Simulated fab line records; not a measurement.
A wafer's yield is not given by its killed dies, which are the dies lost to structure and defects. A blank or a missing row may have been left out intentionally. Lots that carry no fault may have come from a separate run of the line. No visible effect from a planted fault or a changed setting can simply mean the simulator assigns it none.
What tool caused it? || flow n5-finfet || 9 lots with 27 wafers sampled at 6 steps, on a route of 1938 steps

== WHAT EACH GAUGE READ, for each wafer ==
N5_BEOL_M2_INSPECT_59: inspects for defects (darkfield). Usual: raw-defect-count reads 69 (standard deviation 22).
{"lot": "L653", "measured": "day 8 07:10", "on": "defect-inspect-01", "raw-defect-count": "50 98 59", "flag": ""}
{"lot": "L656", "measured": "day 9 16:45", "on": "defect-inspect-02", "raw-defect-count": "36 57 71", "flag": ""}
{"lot": "L660", "measured": "day 10 09:22", "on": "defect-inspect-01", "raw-defect-count": "52 54 49", "flag": ""}
{"lot": "L661", "measured": "day 10 12:46", "on": "defect-inspect-01", "raw-defect-count": "132 78 103", "flag": ""}
{"lot": "L671", "measured": "day 11 15:32", "on": "defect-inspect-02", "raw-defect-count": "82 65 90", "flag": ""}
{"lot": "L672", "measured": "day 13 03:00", "on": "defect-inspect-01", "raw-defect-count": "45 49 77", "flag": ""}
{"lot": "L658", "measured": "day 13 13:07", "on": "defect-inspect-02", "raw-defect-count": "53 78 40", "flag": ""}
{"lot": "L676", "measured": "day 13 17:37", "on": "defect-inspect-02", "raw-defect-count": "97 93 77", "flag": ""}
{"lot": "L673", "measured": "day 13 22:21", "on": "defect-inspect-01", "raw-defect-count": "49 93 39", "flag": ""}

N5_BEOL_M4_RC_MEAS_101. Usual: DIBL_N 36.0 mV/V, standard deviation 1.3; DIBL_P 36.2 mV/V, standard deviation 1.7; IOFF_N 0.155 nA/um, standard deviation 0.024; IOFF_P 0.21 nA/um, standard deviation 0.034; ION_N 674 uA/um, standard deviation 9; ION_P 463 uA/um, standard deviation 7.1; SS_N 71.4 mV/dec, standard deviation 0.5; SS_P 73.4 mV/dec, standard deviation 0.57; VT_N 250.0 mV, standard deviation 2.8; VT_P -251 mV, standard deviation 3.2.
{"lot": "L653", "measured": "day 9 19:06", "on": "prober-01", "DIBL_N (mV/V)": "34.4 32.8 34.7", "DIBL_P (mV/V)": "34.2 32.1 34.6", "IOFF_N (nA/um)": "0.113 0.097 0.123", "IOFF_P (nA/um)": "0.17 0.14 0.18", "ION_N (uA/um)": "654 654 664", "ION_P (uA/um)": "457 454 460", "SS_N (mV/dec)": "70.8 70.5 71.1", "SS_P (mV/dec)": "72.5 72.9 73.6", "VT_N (mV)": "255.3 255.2 254.6", "VT_P (mV)": "-254 -256 -253", "flag": ""}
{"lot": "L656", "measured": "day 11 12:30", "on": "prober-02", "DIBL_N (mV/V)": "35.3 37.4 35.4", "DIBL_P (mV/V)": "33.8 36.0 33.4", "IOFF_N (nA/um)": "0.133 0.164 0.134", "IOFF_P (nA/um)": "0.19 0.22 0.19", "ION_N (uA/um)": "674 681 665", "ION_P (uA/um)": "466 467 463", "SS_N (mV/dec)": "71.6 71.4 71.7", "SS_P (mV/dec)": "72.8 73.2 73.0", "VT_N (mV)": "251.5 247.7 251.1", "VT_P (mV)": "-251 -250 -251", "flag": ""}
{"lot": "L660", "measured": "day 12 05:06", "on": "prober-01", "DIBL_N (mV/V)": "37.7 35.2 38.3", "DIBL_P (mV/V)": "38.9 34.5 39.2", "IOFF_N (nA/um)": "0.166 0.118 0.181", "IOFF_P (nA/um)": "0.21 0.15 0.22", "ION_N (uA/um)": "681 655 676", "ION_P (uA/um)": "468 447 467", "SS_N (mV/dec)": "72.4 71.3 71.6", "SS_P (mV/dec)": "73.9 72.2 73.0", "VT_N (mV)": "249.4 251.3 248.6", "VT_P (mV)": "-251 -257 -251", "flag": ""}
{"lot": "L661", "measured": "day 12 11:48", "on": "prober-02", "DIBL_N (mV/V)": "36.0 35.0 35.2", "DIBL_P (mV/V)": "37.5 35.7 36.4", "IOFF_N (nA/um)": "0.157 0.144 0.153", "IOFF_P (nA/um)": "0.21 0.18 0.19", "ION_N (uA/um)": "672 667 678", "ION_P (uA/um)": "459 452 462", "SS_N (mV/dec)": "71.7 71.4 70.7", "SS_P (mV/dec)": "73.4 73.0 74.2", "VT_N (mV)": "250.7 251.3 250.9", "VT_P (mV)": "-251 -252 -251", "flag": ""}
{"lot": "L671", "measured": "day 13 08:01", "on": "prober-02", "DIBL_N (mV/V)": "38.0 38.5 37.6", "DIBL_P (mV/V)": "38.1 38.8 37.3", "IOFF_N (nA/um)": "0.182 0.194 0.169", "IOFF_P (nA/um)": "0.29 0.30 0.27", "ION_N (uA/um)": "677 677 682", "ION_P (uA/um)": "472 472 474", "SS_N (mV/dec)": "71.6 72.2 71.2", "SS_P (mV/dec)": "74.0 74.7 73.8", "VT_N (mV)": "249.0 250.4 250.2", "VT_P (mV)": "-244 -244 -244", "flag": ""}
{"lot": "L672", "measured": "day 14 15:31", "on": "prober-01", "DIBL_N (mV/V)": "36.7 37.5 36.4", "DIBL_P (mV/V)": "36.2 37.5 36.1", "IOFF_N (nA/um)": "0.164 0.180 0.156", "IOFF_P (nA/um)": "0.24 0.26 0.23", "ION_N (uA/um)": "680 683 680", "ION_P (uA/um)": "473 476 472", "SS_N (mV/dec)": "72.1 72.1 72.2", "SS_P (mV/dec)": "73.5 74.1 73.3", "VT_N (mV)": "250.9 251.2 250.9", "VT_P (mV)": "-246 -246 -247", "flag": ""}
{"lot": "L658", "measured": "day 15 11:17", "on": "prober-02", "DIBL_N (mV/V)": "36.1 36.3 34.5", "DIBL_P (mV/V)": "37.0 37.2 35.2", "IOFF_N (nA/um)": "0.162 0.155 0.132", "IOFF_P (nA/um)": "0.20 0.20 0.18", "ION_N (uA/um)": "674 663 660", "ION_P (uA/um)": "458 451 453", "SS_N (mV/dec)": "71.9 71.7 71.2", "SS_P (mV/dec)": "73.4 72.9 73.7", "VT_N (mV)": "249.5 251.1 252.5", "VT_P (mV)": "-251 -254 -254", "flag": ""}
{"lot": "L676", "measured": "day 15 11:43", "on": "prober-01", "DIBL_N (mV/V)": "35.7 34.8 34.3", "DIBL_P (mV/V)": "34.9 34.3 34.5", "IOFF_N (nA/um)": "0.135 0.120 0.121", "IOFF_P (nA/um)": "0.20 0.19 0.19", "ION_N (uA/um)": "676 668 664", "ION_P (uA/um)": "464 464 464", "SS_N (mV/dec)": "70.9 71.0 70.4", "SS_P (mV/dec)": "73.0 72.4 72.5", "VT_N (mV)": "251.9 255.6 253.3", "VT_P (mV)": "-251 -249 -250", "flag": ""}
{"lot": "L673", "measured": "day 16 09:26", "on": "prober-01", "DIBL_N (mV/V)": "34.5 36.4 35.0", "DIBL_P (mV/V)": "35.1 37.7 35.5", "IOFF_N (nA/um)": "0.136 0.172 0.146", "IOFF_P (nA/um)": "0.18 0.22 0.19", "ION_N (uA/um)": "669 680 671", "ION_P (uA/um)": "456 468 467", "SS_N (mV/dec)": "70.9 71.4 71.5", "SS_P (mV/dec)": "73.0 73.1 72.6", "VT_N (mV)": "251.0 246.8 249.7", "VT_P (mV)": "-253 -251 -251", "flag": ""}

== WHICH TOOL RAN EACH LOT (tool, then ch and the chambers of the sampled wafers, then the start) ==
{"lot": "L653", "N5_BEOL_M2_PECVD_72": "pecvd-01 ch 1,2, day 6 18:39", "N5_BEOL_M2_ANNEAL_91": "pvd-sputter-03, day 8 05:26", "N5_BEOL_M2_ANNEAL_95": "pvd-sputter-03, day 8 05:52", "N5_BEOL_M2_CMP_52": "cmp-02 ch 0,3, day 8 06:31"}
{"lot": "L656", "N5_BEOL_M2_PECVD_72": "pecvd-03 ch 1,2, day 8 03:31", "N5_BEOL_M2_ANNEAL_91": "pvd-sputter-03, day 9 14:29", "N5_BEOL_M2_ANNEAL_95": "pvd-sputter-03, day 9 14:56", "N5_BEOL_M2_CMP_52": "cmp-02 ch 2,3, day 9 16:11"}
{"lot": "L660", "N5_BEOL_M2_PECVD_72": "pecvd-01 ch 0,2, day 8 20:16", "N5_BEOL_M2_ANNEAL_91": "pvd-sputter-01, day 10 07:41", "N5_BEOL_M2_ANNEAL_95": "pvd-sputter-01, day 10 08:07", "N5_BEOL_M2_CMP_52": "cmp-04 ch 0,2,3, day 10 08:45"}
{"lot": "L661", "N5_BEOL_M2_PECVD_72": "pecvd-02 ch 0,1, day 9 02:14", "N5_BEOL_M2_ANNEAL_91": "pvd-sputter-01, day 10 11:02", "N5_BEOL_M2_ANNEAL_95": "pvd-sputter-01, day 10 11:29", "N5_BEOL_M2_CMP_52": "cmp-04 ch 0,1, day 10 12:14"}
{"lot": "L671", "N5_BEOL_M2_PECVD_72": "pecvd-01 ch 0,1, day 11 07:21", "N5_BEOL_M2_ANNEAL_91": "pvd-sputter-02, day 11 13:52", "N5_BEOL_M2_ANNEAL_95": "pvd-sputter-02, day 11 14:18", "N5_BEOL_M2_CMP_52": "cmp-04 ch 0,2,3, day 11 14:57"}
{"lot": "L672", "N5_BEOL_M2_PECVD_72": "pecvd-03 ch 0,1, day 11 16:12", "N5_BEOL_M2_ANNEAL_91": "pvd-sputter-02, day 13 01:21", "N5_BEOL_M2_ANNEAL_95": "pvd-sputter-02, day 13 01:47", "N5_BEOL_M2_CMP_52": "cmp-02 ch 2,3, day 13 02:28"}
{"lot": "L658", "N5_BEOL_M2_PECVD_72": "pecvd-03 ch 0,2, day 12 10:03", "N5_BEOL_M2_ANNEAL_91": "pvd-sputter-01, day 13 11:24", "N5_BEOL_M2_ANNEAL_95": "pvd-sputter-01, day 13 11:50", "N5_BEOL_M2_CMP_52": "cmp-01 ch 0,1,2, day 13 12:33"}
{"lot": "L676", "N5_BEOL_M2_PECVD_72": "pecvd-03 ch 0,2, day 12 10:59", "N5_BEOL_M2_ANNEAL_91": "pvd-sputter-03, day 13 15:54", "N5_BEOL_M2_ANNEAL_95": "pvd-sputter-03, day 13 16:20", "N5_BEOL_M2_CMP_52": "cmp-02 ch 1,2, day 13 16:59"}
{"lot": "L673", "N5_BEOL_M2_PECVD_72": "pecvd-03 ch 0,2, day 12 22:53", "N5_BEOL_M2_ANNEAL_91": "pvd-sputter-01, day 13 20:24", "N5_BEOL_M2_ANNEAL_95": "pvd-sputter-01, day 13 20:50", "N5_BEOL_M2_CMP_52": "cmp-01 ch 0,2,3, day 13 21:43"}
- N5_BEOL_M2_PECVD_72: deposits SiO2 from TEOS/O2, target thk 16 nm, time 18 s.
- N5_BEOL_M2_ANNEAL_91: time 240 s.
- N5_BEOL_M2_ANNEAL_95: time 240 s.
- N5_BEOL_M2_CMP_52: polishes, stops on SiOC, t overpolish 6.8 s, target thk 40 nm.

== WHAT THE TOOLS THEMSELVES READ (means of the sampled wafers that have a number; where no wafer has one, the mark that the record gives instead) ==
N5_BEOL_M2_PECVD_72. Usual: heater-power-w 769 W, standard deviation 110; showerhead-plenum-p-Torr 8.77 Torr, standard deviation 0.068; showerhead-vpp-V 1304 V, standard deviation 59; throttle-valve-pct 22.0 %, standard deviation 0.76.
{"lot": "L653", "tool": "pecvd-01", "heater-power-w (W)": 809, "showerhead-plenum-p-Torr (Torr)": 8.72, "showerhead-vpp-V (V)": 1276, "throttle-valve-pct (%)": 22.3, "flag": ""}
{"lot": "L656", "tool": "pecvd-03", "heater-power-w (W)": 654, "showerhead-plenum-p-Torr (Torr)": 8.81, "showerhead-vpp-V (V)": 1337, "throttle-valve-pct (%)": 22.6, "flag": ""}
{"lot": "L660", "tool": "pecvd-01", "heater-power-w (W)": 781, "showerhead-plenum-p-Torr (Torr)": 8.74, "showerhead-vpp-V (V)": 1292, "throttle-valve-pct (%)": 21.0, "flag": ""}
{"lot": "L661", "tool": "pecvd-02", "heater-power-w (W)": 771, "showerhead-plenum-p-Torr (Torr)": 8.70, "showerhead-vpp-V (V)": 1334, "throttle-valve-pct (%)": 22.6, "flag": ""}
{"lot": "L671", "tool": "pecvd-01", "heater-power-w (W)": 857, "showerhead-plenum-p-Torr (Torr)": 8.75, "showerhead-vpp-V (V)": 1280, "throttle-valve-pct (%)": 22.6, "flag": ""}
{"lot": "L672", "tool": "pecvd-03", "heater-power-w (W)": 684, "showerhead-plenum-p-Torr (Torr)": 8.85, "showerhead-vpp-V (V)": 1254, "throttle-valve-pct (%)": 22.3, "flag": ""}
{"lot": "L658", "tool": "pecvd-03", "heater-power-w (W)": 732, "showerhead-plenum-p-Torr (Torr)": 8.78, "showerhead-vpp-V (V)": 1378, "throttle-valve-pct (%)": 21.3, "flag": ""}
{"lot": "L676", "tool": "pecvd-03", "heater-power-w (W)": 830, "showerhead-plenum-p-Torr (Torr)": 8.77, "showerhead-vpp-V (V)": 1389, "throttle-valve-pct (%)": 21.3, "flag": ""}
{"lot": "L673", "tool": "pecvd-03", "heater-power-w (W)": 672, "showerhead-plenum-p-Torr (Torr)": 8.82, "showerhead-vpp-V (V)": 1332, "throttle-valve-pct (%)": 21.8, "flag": ""}

N5_BEOL_M2_ANNEAL_91. Usual: heater-power-w reads 834 W (standard deviation 76).
{"lot": "L653", "tool": "pvd-sputter-03", "heater-power-w (W)": 793, "flag": ""}
{"lot": "L656", "tool": "pvd-sputter-03", "heater-power-w (W)": 846, "flag": ""}
{"lot": "L660", "tool": "pvd-sputter-01", "heater-power-w (W)": 826, "flag": ""}
{"lot": "L661", "tool": "pvd-sputter-01", "heater-power-w (W)": 827, "flag": ""}
{"lot": "L671", "tool": "pvd-sputter-02", "heater-power-w (W)": 807, "flag": ""}
{"lot": "L672", "tool": "pvd-sputter-02", "heater-power-w (W)": 817, "flag": ""}
{"lot": "L658", "tool": "pvd-sputter-01", "heater-power-w (W)": 896, "flag": ""}
{"lot": "L676", "tool": "pvd-sputter-03", "heater-power-w (W)": 781, "flag": ""}
{"lot": "L673", "tool": "pvd-sputter-01", "heater-power-w (W)": 888, "flag": ""}

N5_BEOL_M2_ANNEAL_95. Usual: heater-power-w reads 835 W (standard deviation 75).
{"lot": "L653", "tool": "pvd-sputter-03", "heater-power-w (W)": 776, "flag": ""}
{"lot": "L656", "tool": "pvd-sputter-03", "heater-power-w (W)": 846, "flag": ""}
{"lot": "L660", "tool": "pvd-sputter-01", "heater-power-w (W)": 830, "flag": ""}
{"lot": "L661", "tool": "pvd-sputter-01", "heater-power-w (W)": 833, "flag": ""}
{"lot": "L671", "tool": "pvd-sputter-02", "heater-power-w (W)": 810, "flag": ""}
{"lot": "L672", "tool": "pvd-sputter-02", "heater-power-w (W)": 819, "flag": ""}
{"lot": "L658", "tool": "pvd-sputter-01", "heater-power-w (W)": 902, "flag": ""}
{"lot": "L676", "tool": "pvd-sputter-03", "heater-power-w (W)": 785, "flag": ""}
{"lot": "L673", "tool": "pvd-sputter-01", "heater-power-w (W)": 894, "flag": ""}

N5_BEOL_M2_CMP_52. Usual: barrier-field-endpoint-s 24.7 s, standard deviation 0.6; motor-current-A 6.2 A, standard deviation 0.75; pad-life-wafers 1022, standard deviation 740; slurry-filter-dp-kPa 13.52 kPa, standard deviation 0.13.
{"lot": "L653", "tool": "cmp-02", "barrier-field-endpoint-s (s)": 24.5, "motor-current-A (A)": 6.5, "pad-life-wafers": 2088, "slurry-filter-dp-kPa (kPa)": 13.43, "flag": ""}
{"lot": "L656", "tool": "cmp-02", "barrier-field-endpoint-s (s)": 24.0, "motor-current-A (A)": 6.8, "pad-life-wafers": 140, "slurry-filter-dp-kPa (kPa)": 13.59, "flag": ""}
{"lot": "L660", "tool": "cmp-04", "barrier-field-endpoint-s (s)": 24.6, "motor-current-A (A)": 5.9, "pad-life-wafers": 1855, "slurry-filter-dp-kPa (kPa)": 13.42, "flag": ""}
{"lot": "L661", "tool": "cmp-04", "barrier-field-endpoint-s (s)": 24.9, "motor-current-A (A)": 6.5, "pad-life-wafers": 1879, "slurry-filter-dp-kPa (kPa)": 13.45, "flag": ""}
{"lot": "L671", "tool": "cmp-04", "barrier-field-endpoint-s (s)": 22.3, "motor-current-A (A)": 6.0, "pad-life-wafers": 31, "slurry-filter-dp-kPa (kPa)": 13.51, "flag": "OFF"}
{"lot": "L672", "tool": "cmp-02", "barrier-field-endpoint-s (s)": 24.1, "motor-current-A (A)": 6.1, "pad-life-wafers": 907, "slurry-filter-dp-kPa (kPa)": 13.40, "flag": ""}
{"lot": "L658", "tool": "cmp-01", "barrier-field-endpoint-s (s)": 24.9, "motor-current-A (A)": 6.1, "pad-life-wafers": 1892, "slurry-filter-dp-kPa (kPa)": 13.52, "flag": ""}
{"lot": "L676", "tool": "cmp-02", "barrier-field-endpoint-s (s)": 24.8, "motor-current-A (A)": 6.2, "pad-life-wafers": 996, "slurry-filter-dp-kPa (kPa)": 13.62, "flag": ""}
{"lot": "L673", "tool": "cmp-01", "barrier-field-endpoint-s (s)": 24.6, "motor-current-A (A)": 6.1, "pad-life-wafers": 1958, "slurry-filter-dp-kPa (kPa)": 13.59, "flag": ""}

== THE ANSWER, worked out from the rows above alone ==
Rule: lot off if the mean of its wafers having a number is beyond 3 standard deviations from the usual mean. A lot without any number at a reading at which 4 lots or more have one is off too. Where the step has rows for the other lots, those lots are counted as sound. Order of review: gauges by route order, followed by the tools' own readings, for which a lot's mean as printed above is used. At the first step where some lot is off, the reading lying furthest off is the one used; lots without a number count as furthest.
Off: L671, at N5_BEOL_M2_CMP_52 (barrier-field-endpoint-s).
A tool fits if, at that step or a process step before it, it ran every lot that is off, and no sound lot after the first of them. Undecided on this evidence; 2 tools fit (pecvd-01 at N5_BEOL_M2_PECVD_72, cmp-04 at N5_BEOL_M2_CMP_52).

== WHAT HAD BEEN PUT IN BY THE SIMULATOR ==
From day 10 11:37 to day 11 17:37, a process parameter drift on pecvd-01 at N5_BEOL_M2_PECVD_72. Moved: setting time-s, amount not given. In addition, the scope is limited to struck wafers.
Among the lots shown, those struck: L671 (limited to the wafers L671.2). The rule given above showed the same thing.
